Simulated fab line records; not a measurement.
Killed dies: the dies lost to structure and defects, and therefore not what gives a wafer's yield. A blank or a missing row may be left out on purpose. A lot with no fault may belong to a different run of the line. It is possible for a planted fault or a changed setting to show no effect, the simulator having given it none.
Struck lot and sound lot, side by side / flow nandHarc / 14 out of 1302 route steps
Sound: wafers L917.1, L917.2, L917.5. Struck: wafer L915.4. (L915.2 of the same lot was not struck and is left out.) The cause comes at the end.
Each step with rows lists, per side, the tool, then ch with its chambers, then its first start. Under that, the readings that differ: sound wafers / struck wafers / difference of the means / sigmas: that difference in standard deviations of wafers without a fault.
alike: readings whose means differ by less than 2 such deviations, and words and numbers that are the same on both sides. not compared: withheld readings, readings that some wafer has no value for, bounds like >300 that may hide the same value, and numbers for which the record gives no deviation and whose values overlap.
The two part at a step that has a row with sigmas, a row that says differs or no value, or rows on one side only. When numbers do not overlap yet have no deviation, they are printed without sigmas and do not part them. A reading missing from all wafers of one side parts the sides only when that side holds two or more wafers.

first, 2 steps without rows for these wafers: NHARC_A_SOURCE_PLATE_CVD_03 (deposits poly-Si, target thk 200 nm, time 4000 s); NHARC_A_SOURCE_PLATE_ANNEAL_05 (time 1800 s).
NHARC_A_SOURCE_PLATE_THK_MEAS_06: measures by ellipsometry.
  sound on filmMetro-02 at day 14 21:08; struck on filmMetro-01 at day 14 04:24
  alike: thkNm
NHARC_A_SOURCE_PLATE_INSPECT_08:
  sound on defectInspect-02 at day 14 21:14; struck on defectInspect-01 at day 14 04:28
  alike: rawDefectCount
after that, 1 step with no rows for these wafers: NHARC_A_ONON_D1_DEP_00 (target thk 1000 nm).
NHARC_A_ONON_D1_THK_MEAS_02: measures by ellipsometry.
  sound on filmMetro-01 at day 14 21:49; struck on filmMetro-01 at day 14 05:03
  alike: thkNm
after that, 1 step with no rows for these wafers: NHARC_A_ONON_D1_DEP_03 (target thk 1000 nm).
NHARC_A_ONON_D1_THK_MEAS_05: measures by ellipsometry.
  sound on filmMetro-02 at day 14 22:23; struck on filmMetro-02 at day 14 05:37
  alike: thkNm
after that, 1 step with no rows for these wafers: NHARC_A_ONON_D1_DEP_06 (target thk 1000 nm).
NHARC_A_ONON_D1_THK_MEAS_08: measures by ellipsometry.
  sound on filmMetro-02 at day 14 22:56; struck on filmMetro-02 at day 14 06:11
  alike: thkNm
NHARC_A_ONON_D1_DEP_09: target thk 1000 nm.
  sound on pecvdOnon-04 ch 0, day 14 23:00; struck on pecvdOnon-02 ch 0, day 14 06:18
  alike: n2FlowSccm
NHARC_A_ONON_D1_THK_MEAS_11: measures by ellipsometry.
  sound on filmMetro-01 at day 14 23:31; struck on filmMetro-02 at day 14 06:46
reading=thkNm (nm); sound=990 991 991; struck=1551; difference=+560; sigmas=+56
after that, 1 step with no rows for these wafers: NHARC_A_ONON_D1_DEP_12 (target thk 1000 nm).
-- record jumps: 16 days between struck wafers' starts before vs after; left off in module A_ONON_D1, resumes in module END, first step shown is number 1302 of the route --
NHARC_END_SORT_01:
  at this point the record logs the struck wafers (prober-02 ch 0, day 30 11:43) and has no rows for the sound ones

## WHERE THEY PART
First at NHARC_A_ONON_D1_THK_MEAS_11; last, within this record, at NHARC_END_SORT_01.

WHY: what had been put in by the simulator
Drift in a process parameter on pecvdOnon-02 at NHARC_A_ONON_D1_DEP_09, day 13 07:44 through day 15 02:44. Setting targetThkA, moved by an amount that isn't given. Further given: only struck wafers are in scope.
